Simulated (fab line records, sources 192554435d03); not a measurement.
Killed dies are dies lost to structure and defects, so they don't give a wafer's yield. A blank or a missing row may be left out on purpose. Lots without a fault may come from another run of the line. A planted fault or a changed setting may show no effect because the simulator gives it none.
Chamber matching | flow n5_finfet | N5_BEOL_M11_CMP_52 on cmp-03: 4 sister chambers
The step polishes, stops on SiCOH lowk, t overpolish 7 s, target thk 140 nm. 16 wafers are shown with their chamber, then 8 later ones without.

WAFERS WITH THEIR CHAMBER
wafer  | chamber | motor_current_A (A) | overpolish_run_s (s) | time_to_endpoint_s (s)
L081.3 | 1       | 5.9                 | 6.975                | 62.2
L081.5 | 2       | 5.9                 | 7.000                | 65.8
L081.6 | 1       | 6.1                 | 7.004                | 65.8
L082.2 | 1       | 6.1                 | 6.995                | 67.3
L082.4 | 3       | 6.9                 | 6.994                | 68.0
L082.5 | 1       | 6.1                 | 6.995                | 66.4
L089.3 | 3       | 7.1                 | 7.001                | 67.3
L089.4 | 1       | 5.6                 | 6.991                | 68.7
L089.5 | 1       | 5.9                 | 7.008                | 66.1
L087.2 | 2       | 6.1                 | 7.003                | 65.3
L087.4 | 0       | 5.1                 | 6.991                | 67.5
L087.5 | 3       | 7.4                 | 7.001                | 66.9
L093.1 | 2       | 6.0                 | 6.997                | 66.1
L093.3 | 3       | 7.0                 | 6.993                | 67.9
L093.6 | 0       | 5.3                 | 6.992                | 67.3
L091.1 | 3       | 7.0                 | 6.996                | 64.5

SIGNATURES (means of the wafers above)
reading            | chamber 0 | chamber 1 | chamber 2 | chamber 3 | scatter within a chamber
motor_current_A    | 5.200     | 5.950     | 6.000     | 7.080     | 0.179
overpolish_run_s   | 6.99150   | 6.99467   | 7.00000   | 6.99700   | 0.00786
time_to_endpoint_s | 67.400    | 66.083    | 65.733    | 66.920    | 1.63
Rule: a wafer's distance from a chamber is the root of the sum, over the readings, of the square of ((its reading less the chamber's mean) divided by the reading's scatter). The wafer belongs to the nearest chamber; if the next one is less than 2 further off, it can't be placed. The scatter: the root of (the sum of the squares of (reading less its chamber's mean) over the shown wafers, divided by (wafers less chambers)).

WAFERS WITHOUT THEIR CHAMBER
wafer  | motor_current_A (A) | overpolish_run_s (s) | time_to_endpoint_s (s)
L091.3 | 5.4                 | 6.988                | 66.7
L091.6 | 6.1                 | 6.997                | 63.6
L094.1 | 5.7                 | 7.009                | 65.4
L094.2 | 6.0                 | 6.990                | 65.5
L094.3 | 6.1                 | 6.992                | 63.3
L095.2 | 5.6                 | 7.012                | 63.8
L095.3 | 7.1                 | 6.997                | 68.2
L095.6 | 7.1                 | 6.991                | 64.6

WHICH CHAMBER EACH WENT THROUGH
wafer  | from the rows above          | in truth
L091.3 | can't be placed: 0 or 1      | 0
L091.6 | can't be placed: 2 or 1      | 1
L094.1 | can't be placed: 2 or 1 or 0 | 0
L094.2 | can't be placed: 1 or 2      | 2
L094.3 | can't be placed: 2 or 1      | 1
L095.2 | can't be placed: 2 or 1 or 0 | 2
L095.3 | 3                            | 3
L095.6 | 3                            | 3
Placed correctly: 2 of 8. Can't be placed from these rows: 6 (the true chamber is among the candidates in 6). Placed wrongly: 0.
